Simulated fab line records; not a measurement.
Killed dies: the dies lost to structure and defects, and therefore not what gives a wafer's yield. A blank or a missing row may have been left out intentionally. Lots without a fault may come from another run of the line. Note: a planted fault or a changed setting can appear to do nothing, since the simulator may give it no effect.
Chamber matching | flow nandHarc | NHARC_A_CHANNEL_FILL_D2_ETCHBACK_08 on rieDiel-10: 4 sister chambers
The step etches the open film in C4F8, target depth 220 nm, time 110 s. 4 wafers are shown with their chamber, then 9 later ones without.

## EACH WAFER AND ITS CHAMBER
wafer  | chamber | rfVppV (V)
L341.3 | 2       | 439.6
L342.3 | 0       | 438.3
L342.4 | 1       | 443.9
L342.5 | 3       | 441.1

## WAFERS MISSING THEIR CHAMBER
wafer  | rfVppV (V)
L344.3 | 444.6
L344.5 | 438.1
L344.6 | 443.5
L345.1 | 437.5
L345.5 | 443.8
L345.6 | 438.8
L349.1 | 436.7
L349.3 | 442.2
L349.6 | 443.9

## CHAMBER TAKEN BY EACH
wafer  | from the rows above          | in truth
L344.3 | 1                            | 1
L344.5 | can't be placed: 0 or 2      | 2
L344.6 | 1                            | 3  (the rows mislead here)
L345.1 | can't be placed: 0 or 2      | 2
L345.5 | 1                            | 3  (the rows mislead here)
L345.6 | can't be placed: 0 or 2      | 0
L349.1 | can't be placed: 0 or 2      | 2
L349.3 | can't be placed: 3 or 1 or 2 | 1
L349.6 | 1                            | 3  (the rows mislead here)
Correct placement for 1 of the 9. Not placeable from these rows: 5 (in 5, the candidates include the true chamber). 3 placed wrongly.
How it was worked out, from the rows above alone: a wafer's distance from a chamber is the root of the sum, over the readings, of the square of ((its reading less the chamber's mean) divided by the reading's scatter). If the next closest chamber is less than 2 further off than the closest, the wafer can't be placed; otherwise it belongs to the closest. A chamber's mean is the mean of its shown wafers. The scatter (one wafer shown for each chamber): square how far every hidden wafer sits from the nearest shown wafer, average those squares and take the square root.
